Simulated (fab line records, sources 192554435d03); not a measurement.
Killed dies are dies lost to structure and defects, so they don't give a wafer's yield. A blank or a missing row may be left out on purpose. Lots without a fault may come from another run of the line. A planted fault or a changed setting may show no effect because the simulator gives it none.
fab line records | flow n5_finfet
record lots=10 wafers=29 last_day=18
route steps=1938 shown BEOL_M4@1090 BEOL_M5@1112 PASSIVATION@1936
lots that met no fault: from a run of the same line without faults
start_h: hours from the record's first day to the start of the lot's first wafer shown | wait_h: hours since the lot's step before | " the same as in the row above | L1.1+2: a row that stands for several wafers | - no value, or no start given | * or withheld: withheld | < > ~ a bound
route shown NAME@n: a module of which the file shows steps, and the number in the route of the first | usual: mean/standard deviation of fault-free wafers | same: alike in all rows | chamber/n: place in a boat | sites: the reading at each site | _std_site: their standard deviation | _edge_site: outer sites' mean less inner sites' | radius_mm: how far each site lies from the wafer's centre | mask NAME#n: copy n | behind: the tool/chamber that last shaped the wafer | hold: why the lot was held/for how many hours/how that ended | device: the transistor (n, p or np) that didn't switch | end of line: the same wafers' tests at the end of the route | a step without rows: its recipe alone | killed: dies lost to structure and defects at the first sort, not the wafer's yield | map: a wafer's dies, x killed, . not, _ none there
set.NAME: the setting as run; set.NAME@STEP: as run at that earlier step | model.NAME: the simulator's own value behind a step, which no gauge read
steps of the route over a sample of lots; a table a step, a row a wafer
services: from which hour (start_h, from the record's first day; less than 0 if before it) a tool's chamber was out of use, for how many hours, and why
## steps
# step N5_BEOL_M4_SPUTTER_86
# recipe material=Cu target_thk_a=45 temp_c=-20 chamber_pressure_pa=0.07 power_w=withheld time_s=8.29
# usual throttle_valve_pct=29.8/0.94
# columns lot.wafer tool chamber start_h wait_h throttle_valve_pct
L153.1 pvd_sputter-02 - 185.42 0.1 28.1
L153.3 " - " " 28.9
L153.6 " - " " 29.2
L162.2 pvd_sputter-02 - 238.58 0.1 30.0
L162.3 " - " " 28.9
L162.6 " - " " 28.8
L167.1 pvd_sputter-01 - 279.23 0.1 29.3
L167.4 " - " " 30.5
L167.5 " - " " 29.2
L166.2 pvd_sputter-02 - 279.28 0.1 29.1
L166.3 " - " " 30.2
L166.4 " - " " 28.3
L164.1 pvd_sputter-01 - 281.07 0.1 29.4
L164.3 " - " " 31.9
L164.6 " - " " 30.9
L170.1 pvd_sputter-01 - 304.86 0.1 30.7
L170.2 " - " " 30.7
L170.4 " - " " 31.6
L171.2 pvd_sputter-01 - 311.62 0.1 30.9
L171.5 " - " " 30.8
L172.2 pvd_sputter-03 - 315.32 0.1 30.4
L172.3 " - " " 30.3
L172.4 " - " " 28.7
L173.2 pvd_sputter-03 - 320.50 0.1 30.4
L173.3 " - " " 28.5
L173.4 " - " " 29.9
L174.2 pvd_sputter-03 - 323.42 0.1 30.4
L174.4 " - " " 29.0
L174.5 " - " " 30.3
# step N5_BEOL_M4_SPUTTER_92
# recipe material=Cu target_thk_a=45 temp_c=-20 chamber_pressure_pa=0.07 power_w=withheld time_s=8.29
# usual throttle_valve_pct=29.8/0.97
# columns lot.wafer tool chamber start_h wait_h throttle_valve_pct
L153.1 pvd_sputter-02 - 186.08 0.1 28.1
L153.3 " - " " 29.1
L153.6 " - " " 29.1
L162.2 pvd_sputter-02 - 239.24 0.1 29.7
L162.3 " - " " 29.1
L162.6 " - " " 28.7
L167.1 pvd_sputter-01 - 279.89 0.1 29.3
L167.4 " - " " 30.6
L167.5 " - " " 29.4
L166.2 pvd_sputter-02 - 279.94 0.1 29.0
L166.3 " - " " 30.0
L166.4 " - " " 28.1
L164.1 pvd_sputter-01 - 281.73 0.1 29.3
L164.3 " - " " 31.7
L164.6 " - " " 30.8
L170.1 pvd_sputter-01 - 305.52 0.1 30.6
L170.2 " - " " 30.8
L170.4 " - " " 31.8
L171.2 pvd_sputter-01 - 312.28 0.1 30.7
L171.5 " - " " 30.7
L172.2 pvd_sputter-03 - 315.98 0.1 30.1
L172.3 " - " " 30.2
L172.4 " - " " 28.7
L173.2 pvd_sputter-03 - 321.16 0.1 30.6
L173.3 " - " " 28.8
L173.4 " - " " 30.0
L174.2 pvd_sputter-03 - 324.08 0.1 30.1
L174.4 " - " " 28.6
L174.5 " - " " 30.6
# step N5_BEOL_M4_ANNEAL_95
# recipe temp_c=400 time_s=240 ambient=vacuum
# usual heater_power_w=795/73
# columns lot.wafer tool chamber start_h wait_h heater_power_w
L153.1 pvd_sputter-02 - 186.38 0.0 920
L153.3 " - " " 723
L153.6 " - " " 737
L162.2 pvd_sputter-02 - 239.54 0.0 727
L162.3 " - " " 946
L162.6 " - " " 944
L167.1 pvd_sputter-01 - 280.19 0.0 795
L167.4 " - " " 849
L167.5 " - " " 804
L166.2 pvd_sputter-02 - 280.24 0.0 746
L166.3 " - " " 728
L166.4 " - " " 921
L164.1 pvd_sputter-01 - 282.03 0.0 792
L164.3 " - " " 791
L164.6 " - " " 788
L170.1 pvd_sputter-01 - 305.82 0.0 846
L170.2 " - " " 793
L170.4 " - " " 812
L171.2 pvd_sputter-01 - 312.58 0.0 791
L171.5 " - " " 788
L172.2 pvd_sputter-03 - 316.28 0.0 730
L172.3 " - " " 736
L172.4 " - " " 811
L173.2 pvd_sputter-03 - 321.46 0.0 724
L173.3 " - " " 802
L173.4 " - " " 791
L174.2 pvd_sputter-03 - 324.38 0.0 723
L174.4 " - " " 780
L174.5 " - " " 720
# step N5_BEOL_M4_RC_MEAS_101
# usual DIBL_N=37.1/1.8 DIBL_P=37.2/2.1 IOFF_N=0.17/0.033 IOFF_P=0.22/0.037 ION_N=680/11 ION_P=464/7.7 SS_N=71.7/0.63 SS_P=73.6/0.67 VT_N=248.9/2.9 VT_P=-251/3.6
# columns lot.wafer tool chamber start_h wait_h DIBL_N[mV/V] DIBL_P[mV/V] IOFF_N[nA/um] IOFF_P[nA/um] ION_N[uA/um] ION_P[uA/um] SS_N[mV/dec] SS_P[mV/dec] VT_N[mV] VT_P[mV]
L153.1 prober-01 0 187.64 0.0 37.7 39.0 0.21 0.24 684 467 72.2 74.0 244.9 -249
L153.3 " 0 " " 32.4 32.8 0.11 0.15 666 458 70.6 72.1 253.1 -256
L153.6 " 0 " " 36.1 37.3 0.18 0.21 682 465 71.9 73.8 246.9 -250
L162.2 prober-01 0 240.99 0.2 38.3 38.8 0.17 0.24 671 463 71.8 75.1 250.1 -246
L162.3 " 0 " " 37.0 36.4 0.16 0.21 691 468 71.1 73.4 248.5 -252
L162.6 " 0 " " 35.7 34.3 0.14 0.17 672 457 71.4 72.9 251.5 -251
L167.1 prober-01 0 281.43 0.0 39.9 40.1 0.23 0.24 699 466 72.2 73.9 243.1 -252
L167.4 " 0 " " 40.3 41.7 0.24 0.26 691 465 72.6 74.3 245.7 -249
L167.5 " 0 " " 36.9 36.5 0.15 0.17 674 457 72.1 73.3 249.0 -257
L166.2 prober-02 0 281.90 0.2 38.3 39.1 0.20 0.21 682 458 72.4 73.3 247.9 -251
L166.3 " 0 " " 40.4 40.5 0.23 0.25 686 463 72.7 74.5 246.6 -248
L166.4 " 0 " " 36.9 39.4 0.18 0.22 683 467 71.5 73.8 246.6 -250
L164.1 prober-02 0 283.62 0.0 38.4 37.8 0.18 0.22 676 461 70.8 73.7 247.8 -251
L164.3 " 0 " " 40.1 40.3 0.21 0.27 688 474 71.5 74.3 247.0 -247
L164.6 " 0 " " 35.5 35.3 0.12 0.19 671 467 70.7 73.8 252.9 -252
L170.1 prober-02 0 307.10 0.0 37.3 37.1 0.17 0.22 703 478 72.3 73.7 246.6 -249
L170.2 " 0 " " 38.2 37.8 0.20 0.24 677 462 71.6 74.4 245.7 -250
L170.4 " 0 " " 41.6 41.5 0.29 0.31 701 477 72.4 75.2 241.5 -244
L171.2 prober-02 0 313.98 0.2 35.8 34.0 0.15 0.19 673 461 72.0 72.5 251.8 -252
L171.5 " 0 " " 37.6 37.0 0.17 0.22 674 468 72.0 73.2 251.1 -249
L172.2 prober-01 0 318.01 0.2 38.4 37.9 0.20 0.24 695 469 72.2 74.3 243.4 -249
L172.3 " 0 " " 37.4 36.2 0.18 0.22 678 461 72.0 73.4 247.8 -251
L172.4 " 0 " " 37.3 35.7 0.17 0.21 666 461 71.5 73.1 249.1 -252
L173.2 prober-02 0 322.86 0.2 39.5 39.0 0.18 0.24 664 463 71.9 73.9 249.3 -248
L173.3 " 0 " " 40.7 38.9 0.21 0.24 678 461 73.2 74.5 247.9 -247
L173.4 " 0 " " 37.4 35.8 0.16 0.20 680 461 71.3 73.8 250.8 -250
L174.2 prober-02 0 325.78 0.2 40.8 40.8 0.27 0.34 703 477 73.1 74.0 242.1 -241
L174.4 " 0 " " 35.2 34.0 0.13 0.20 677 463 72.0 72.0 251.3 -248
L174.5 " 0 " " 37.1 36.9 0.18 0.25 679 467 71.7 73.6 248.0 -244
# step N5_BEOL_M5_ILD_DEP_00
# recipe material=SiCOH_lowk target_thk_a=1406.4 temp_c=300 precursor=DEMS/porogen pressure_torr=5 rf_w=500 time_s=25.9
# usual chamber_pressure_Torr=5.001/0.012 heater_power_w=316/48 showerhead_plenum_p_Torr=5.741/0.016 throttle_valve_pct=14.1/0.73
# columns lot.wafer tool chamber start_h wait_h chamber_pressure_Torr heater_power_w showerhead_plenum_p_Torr since_wet_clean_h throttle_valve_pct
L153.1 pecvd-01 1 188.60 0.8 5.002 318 5.723 1799 14.0
L153.3 " 1 " " 5.017 327 5.724 - 14.4
L153.6 " 1 " " 5.002 328 5.712 - 14.1
L162.2 pecvd-01 2 241.80 0.7 4.986 309 5.730 372 13.9
L162.3 " 1 " " 4.994 353 5.711 1852 14.3
L162.6 " 1 " " 4.996 359 5.730 - 14.3
L167.1 pecvd-01 1 282.39 0.8 5.008 361 5.725 1893 14.1
L167.4 " 2 " " 5.013 317 5.740 - 13.5
L167.5 " 1 " " 4.997 375 5.713 - 14.4
L166.2 pecvd-02 1 282.71 0.7 4.999 377 5.734 1712 14.2
L166.3 " 0 " " 4.991 322 5.749 - 13.4
L166.4 " 1 " " 4.996 383 5.730 - 14.0
L164.1 pecvd-02 0 284.58 0.8 5.013 347 5.739 988 13.5
L164.3 " 0 " " 5.016 342 5.736 - 13.5
L164.6 " 1 " " 5.007 331 5.737 - 14.0
L170.1 pecvd-01 0 308.06 0.8 4.997 363 5.760 1193 14.2
L170.2 " 1 " " 5.000 302 5.714 1918 14.2
L170.4 " 0 " " 4.996 361 5.762 - 14.2
L171.2 pecvd-01 0 314.78 0.7 5.006 381 5.763 1200 14.2
L171.5 " 1 " " 5.005 352 5.727 - 14.4
L172.2 pecvd-01 1 318.82 0.7 5.003 361 5.727 1929 14.1
L172.3 " 0 " " 5.007 310 5.752 1204 14.1
L172.4 " 0 " " 4.983 321 5.761 - 14.0
L173.2 pecvd-04 1 323.67 0.7 5.001 250 5.776 2115 15.9
L173.3 " 2 " " 4.978 357 5.740 636 14.1
L173.4 " 0 " " 5.001 284 5.739 - 14.1
L174.2 pecvd-02 1 326.59 0.7 4.994 357 5.742 1755 13.9
L174.4 " 0 " " 5.015 311 5.737 - 13.4
L174.5 " 2 " " 5.018 203 5.754 - 13.2
# step N5_BEOL_M5_THK_MEAS_01
# recipe reads=SiCOH_lowk_of_BEOL_M5_ILD_DEP_00
# usual M5_ILD_THK=120.7/1.6
# columns lot.wafer tool chamber start_h wait_h M5_ILD_THK[nm]
L153.1 film_metro-02 - 189.68 0.8 119.6
L153.3 " - " " 121.5
L153.6 " - " " 120.3
L162.2 film_metro-02 - 242.39 0.4 119.4
L162.3 " - " " 119.9
L162.6 " - " " 121.6
L167.1 film_metro-02 - 282.97 0.4 120.3
L167.4 " - " " 119.8
L167.5 " - " " 122.3
L166.2 film_metro-01 - 283.31 0.4 121.2
L166.3 " - " " 120.9
L166.4 " - " " 121.7
L164.1 film_metro-02 - 285.18 0.4 120.1
L164.3 " - " " 122.3
L164.6 " - " " 122.8
L170.1 film_metro-02 - 308.63 0.4 190.0
L170.2 " - " " 119.4
L170.4 " - " " 193.9
L171.2 film_metro-01 - 315.36 0.4 190.5
L171.5 " - " " 122.4
L172.2 film_metro-01 - 319.86 0.4 120.1
L172.3 " - " " 191.1
L172.4 " - " " 193.2
L173.2 film_metro-02 - 324.25 0.4 120.3
L173.3 " - " " 120.5
L173.4 " - " " 120.6
L174.2 film_metro-02 - 327.17 0.4 119.0
L174.4 " - " " 119.8
L174.5 " - " " 118.8
# step N5_PASSIVATION_PROBE_49
# usual defect_limited_yield=91.7/1.5 killed_at_M0_to_M3=32/10 killed_at_M4_up=14/5.3 killed_at_contacts=13/5.7 killed_at_front_end=37/10 killed_at_other=3.3/2.5 killed_dies=98/18 killed_on_rim=13/3.6 killed_open=65/13 killed_short=31/7.5 sort_bin_5_function=4.9/0.91 sort_bin_6_memory=3.1/0.71 sort_n_pass=1082/18 sort_yield_pct=91.7/1.5
# same gross_dies=1180 killed_at_back_side=0 sort_bin_4_leakage[%]=0 sort_bin_8_speed[%]=0
# columns lot.wafer tool chamber start_h wait_h defect_limited_yield[%] killed_at_M0_to_M3 killed_at_M4_up killed_at_contacts killed_at_front_end killed_at_other killed_dies killed_on_rim killed_open killed_short sort_bin_5_function[%] sort_bin_6_memory[%] sort_n_pass sort_yield_pct[%]
L162.2 prober-01 - 342.45 0.1 91.4 37 18 13 26 7 101 13 59 37 6.0 2.0 1079 91.4
L162.3 prober-01 - 342.50 0.1 91.7 29 10 12 42 5 98 12 58 37 4.7 3.1 1082 91.7
L162.6 prober-01 - 342.65 0.3 92.9 27 15 21 16 5 84 14 61 23 4.0 2.9 1096 92.9
L164.1 prober-02 - 377.27 0.0 91.4 36 12 12 36 6 102 12 70 32 5.0 3.6 1078 91.4
L164.3 prober-02 - 377.37 0.1 89.3 51 12 23 39 1 126 17 82 44 5.8 4.3 1054 89.3
L164.6 prober-02 - 377.52 0.3 91.4 48 9 8 34 3 102 12 65 37 5.7 2.9 1078 91.4
L166.2 prober-01 - 386.60 0.1 91.1 47 18 6 32 2 105 14 63 40 4.2 4.3 1075 91.1
L166.3 prober-01 - 386.65 0.1 91.1 45 14 9 32 5 105 16 64 36 5.9 2.5 1075 91.1
L166.4 prober-01 - 386.70 0.2 94.6 23 13 4 22 2 64 10 40 20 2.7 2.4 1116 94.6
L167.1 prober-01 - 397.50 0.0 91.1 34 7 27 30 7 105 11 75 29 5.6 3.1 1075 91.1
L167.4 prober-01 - 397.65 0.2 92.1 28 8 22 35 0 93 20 66 26 4.9 2.7 1087 92.1
L167.5 prober-01 - 397.70 0.2 89.7 46 8 12 55 1 122 15 88 32 6.1 4.0 1058 89.7
L170.1 prober-01 - 416.18 0.0 0 24 1086 23 41 6 1180 152 74 26 96.9 3.0 0 0
L170.2 prober-01 - 416.23 0.1 93.0 15 10 16 37 5 83 10 58 22 4.5 2.5 1097 93.0
L170.4 prober-01 - 416.33 0.2 0 36 1093 14 33 4 1180 152 69 30 96.4 3.1 0 0
L172.2 prober-02 - 428.52 0.1 91.3 28 16 10 44 5 103 17 74 29 5.1 3.3 1077 91.3
L172.3 prober-02 - 428.57 0.1 0 47 1076 10 44 3 1180 152 82 33 95.5 4.2 0 0
L172.4 prober-02 - 428.62 0.2 0 39 1082 9 46 4 1180 152 85 33 95.8 4.1 0 0
L171.2 prober-02 - 428.82 0.2 0 37 1107 8 26 2 1180 152 55 29 97.5 2.1 0 0
L171.5 prober-02 - 428.97 0.3 93.9 18 9 8 33 4 72 15 43 28 3.2 2.5 1108 93.9
# killed by level:class
L162.2 BEOL_M0_SAQP:geometric_particle:open=12 BEOL_M0_SAQP:geometric_particle:short=11 MOL_CONTACT_COAG:geometric_particle:open=10 DUMMY_GATE:geometric_particle:open=6 BEOL_M3:geometric_particle:open=6 BEOL_M4:geometric_particle:open=6 STARTING-WAFER:geometric_particle:short=6 HKMG_FIN:area_etch=4
L162.3 FIN_SAQP:geometric_particle:open=12 BEOL_M0_SAQP:geometric_particle:short=11 MOL_CONTACT_COAG:geometric_particle:open=8 FIN_SAQP:geometric_particle:short=7 BEOL_M0_SAQP:geometric_particle:open=7 STI_FIN_REVEAL:geometric_particle:open=6 STI_FIN_REVEAL:geometric_particle:short=5 BEOL_M0:geometric_particle:open=4
L162.6 MOL_CONTACT_COAG:geometric_particle:open=17 BEOL_M0_SAQP:geometric_particle:open=10 BEOL_M4:geometric_particle:open=10 BEOL_M0_SAQP:geometric_particle:short=8 MOL_CONTACT_COAG:geometric_particle:short=4 BEOL_M5:geometric_particle:open=4 FIN_SAQP:geometric_particle:open=3 STI_FIN_REVEAL:geometric_particle:open=3
L164.1 FIN_SAQP:geometric_particle:short=11 MOL_CONTACT_COAG:geometric_particle:open=10 BEOL_M2:geometric_particle:open=8 FIN_SAQP:geometric_particle:open=7 BEOL_M3:geometric_particle:open=7 BEOL_M0_SAQP:geometric_particle:short=7 BEOL_M0_SAQP:geometric_particle:open=6 STI_FIN_REVEAL:geometric_particle:open=4
L164.3 MOL_CONTACT_COAG:geometric_particle:open=20 BEOL_M0_SAQP:geometric_particle:open=15 BEOL_M0_SAQP:geometric_particle:short=15 FIN_SAQP:geometric_particle:short=10 FIN_SAQP:geometric_particle:open=9 BEOL_M2:geometric_particle:open=8 ILD0:geometric_particle:open=5 BEOL_M1:geometric_particle:open=5
L164.6 BEOL_M2:geometric_particle:open=13 FIN_SAQP:geometric_particle:open=12 BEOL_M0_SAQP:geometric_particle:short=9 FIN_SAQP:geometric_particle:short=7 BEOL_M3:geometric_particle:open=7 MOL_CONTACT_COAG:geometric_particle:open=6 BEOL_M1:geometric_particle:open=6 BEOL_M0_SAQP:geometric_particle:open=5
L166.2 BEOL_M0_SAQP:geometric_particle:short=16 BEOL_M0_SAQP:geometric_particle:open=11 BEOL_M1:geometric_particle:open=6 BEOL_M3:geometric_particle:open=6 BEOL_M8:geometric_particle:open=6 FIN_SAQP:geometric_particle:open=5 MOL_CONTACT_COAG:geometric_particle:open=5 FIN_SAQP:geometric_particle:short=4
L166.3 BEOL_M2:geometric_particle:open=12 BEOL_M0_SAQP:geometric_particle:short=8 MOL_CONTACT_COAG:geometric_particle:open=8 FIN_SAQP:geometric_particle:short=7 DUMMY_GATE:geometric_particle:open=6 BEOL_M0_SAQP:geometric_particle:open=6 BEOL_M1:geometric_particle:open=5 GATE_CUT:geometric_particle:short=4
L166.4 FIN_SAQP:geometric_particle:open=5 BEOL_M0_SAQP:geometric_particle:open=5 FIN_SAQP:geometric_particle:short=4 MOL_CONTACT_COAG:geometric_particle:open=4 BEOL_M0_SAQP:geometric_particle:short=4 BEOL_M1:geometric_particle:open=3 BEOL_M2:geometric_particle:open=3 BEOL_M4:geometric_particle:open=3
L167.1 MOL_CONTACT_COAG:geometric_particle:open=22 STI_FIN_REVEAL:geometric_particle:open=8 BEOL_M1:geometric_particle:open=7 BEOL_M3:geometric_particle:open=7 FIN_SAQP:geometric_particle:short=5 BEOL_M0_SAQP:geometric_particle:open=5 BEOL_M0_SAQP:geometric_particle:short=5 BEOL_M2:geometric_particle:open=5
L167.4 MOL_CONTACT_COAG:geometric_particle:open=18 BEOL_M2:geometric_particle:open=10 GATE_CUT:geometric_particle:short=8 FIN_SAQP:geometric_particle:open=7 FIN_SAQP:geometric_particle:short=5 GATE_CUT:geometric_particle:open=5 BEOL_M0:geometric_particle:open=4 BEOL_M0_SAQP:geometric_particle:open=4
L167.5 FIN_SAQP:geometric_particle:open=22 STI_FIN_REVEAL:geometric_particle:open=13 BEOL_M3:geometric_particle:open=11 MOL_CONTACT_COAG:geometric_particle:open=10 BEOL_M0_SAQP:geometric_particle:open=10 BEOL_M0_SAQP:geometric_particle:short=9 FIN_SAQP:geometric_particle:short=7 BEOL_M3:geometric_particle:short=6
L170.1 BEOL_M5:area_etch=1076 MOL_CONTACT_COAG:geometric_particle:open=20 GATE_CUT:geometric_particle:short=9 DUMMY_GATE:geometric_particle:open=8 BEOL_M0_SAQP:geometric_particle:open=8 BEOL_M2:geometric_particle:open=5 STI_FIN_REVEAL:geometric_particle:open=4 GATE_CUT:geometric_particle:open=4
L170.2 MOL_CONTACT_COAG:geometric_particle:open=14 STI_FIN_REVEAL:geometric_particle:open=12 FIN_SAQP:geometric_particle:open=6 GATE_CUT:geometric_particle:short=4 BEOL_M1:geometric_particle:open=4 BEOL_M5:geometric_particle:open=4 STARTING-WAFER:geometric_particle:short=3 BEOL_M2:geometric_particle:open=3
L170.4 BEOL_M5:area_etch=1079 STI_FIN_REVEAL:geometric_particle:open=12 BEOL_M1:geometric_particle:open=11 MOL_CONTACT_COAG:geometric_particle:open=8 BEOL_M3:geometric_particle:open=7 DUMMY_GATE:geometric_particle:open=6 MOL_CONTACT_COAG:geometric_particle:short=6 GATE_CUT:geometric_particle:short=4
L172.2 STI_FIN_REVEAL:geometric_particle:open=14 MOL_CONTACT_COAG:geometric_particle:open=8 BEOL_M3:geometric_particle:open=7 BEOL_M4:geometric_particle:open=6 STI_FIN_REVEAL:geometric_particle:short=5 BEOL_M0_SAQP:geometric_particle:open=5 DUMMY_GATE:geometric_particle:open=4 BEOL_M2:geometric_particle:open=4
L172.3 BEOL_M5:area_etch=1065 STI_FIN_REVEAL:geometric_particle:open=13 BEOL_M3:geometric_particle:open=13 BEOL_M2:geometric_particle:open=10 DUMMY_GATE:geometric_particle:open=8 MOL_CONTACT_COAG:geometric_particle:open=8 BEOL_M0_SAQP:geometric_particle:open=6 GATE_CUT:geometric_particle:short=5
L172.4 BEOL_M5:area_etch=1062 STI_FIN_REVEAL:geometric_particle:open=15 BEOL_M2:geometric_particle:open=11 MOL_CONTACT_COAG:geometric_particle:open=9 FIN_SAQP:geometric_particle:open=8 BEOL_M1:geometric_particle:open=7 BEOL_M0_SAQP:geometric_particle:short=6 FIN_SAQP:geometric_particle:short=5
L171.2 BEOL_M5:area_etch=1095 BEOL_M2:geometric_particle:open=10 MOL_CONTACT_COAG:geometric_particle:open=7 BEOL_M1:geometric_particle:open=7 GATE_CUT:geometric_particle:open=6 BEOL_M2:geometric_particle:short=6 GATE_CUT:geometric_particle:short=5 BEOL_M3:geometric_particle:open=5
L171.5 FIN_SAQP:geometric_particle:open=9 FIN_SAQP:geometric_particle:short=9 BEOL_M2:geometric_particle:open=8 MOL_CONTACT_COAG:geometric_particle:open=7 BEOL_M0_SAQP:geometric_particle:short=5 GATE_CUT:geometric_particle:short=4 DUMMY_GATE:geometric_particle:open=2 GATE_CUT:geometric_particle:open=2
## services
# columns tool chamber start_h hours kind
pecvd-04 2 168.49 7.5 repair
pecvd-02 1 238.05 21.2 repair
pecvd-01 2 254.64 5.5 scheduled_down
pecvd-02 - 260.45 0.9 repair
pecvd-01 - 276.86 5.5 pm
pecvd-02 0 289.71 5.5 scheduled_down
pecvd-04 1 295.10 2.1 scheduled_down
pecvd-02 1 295.17 5.0 scheduled_down
pecvd-02 0 317.96 2.1 scheduled_down
pecvd-01 1 326.34 5.5 scheduled_down
## key
first_sign step=N5_BEOL_M5_THK_MEAS_01 reading=M5_ILD_THK direction=up sigmas=43 usual=120.7 struck=191.7
effect step=N5_PASSIVATION_PROBE_49 reading=killed_at_M4_up direction=up sigmas=99+ usual=14 struck=1089
more_kills_born_at N5_BEOL_M5_ETCH_41@rie_diel-02=3250 N5_BEOL_M5_ETCH_41@rie_diel-04=2127
met_at N5_BEOL_M5_ILD_DEP_00
struck_lots L170,L171,L172
struck_wafers L170.1,L170.4,L171.2,L172.3,L172.4
later_rows_left_out L170.1,L170.4,L171.2,L172.3,L172.4
not_acting_at N5_BEOL_M4_SPUTTER_86,N5_BEOL_M4_SPUTTER_92,N5_BEOL_M4_ANNEAL_95
fault kind=process_parameter_drift tool=pecvd-01 chamber=0 onset_h=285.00 steps=N5_BEOL_M5_ILD_DEP_00 channel=time_s offset=* shape=step acts_in=* stated=*
# later_rows_left_out: the simulator's readings of these wafers behind a module that went badly wrong aren't trusted and aren't shown, but for the sort
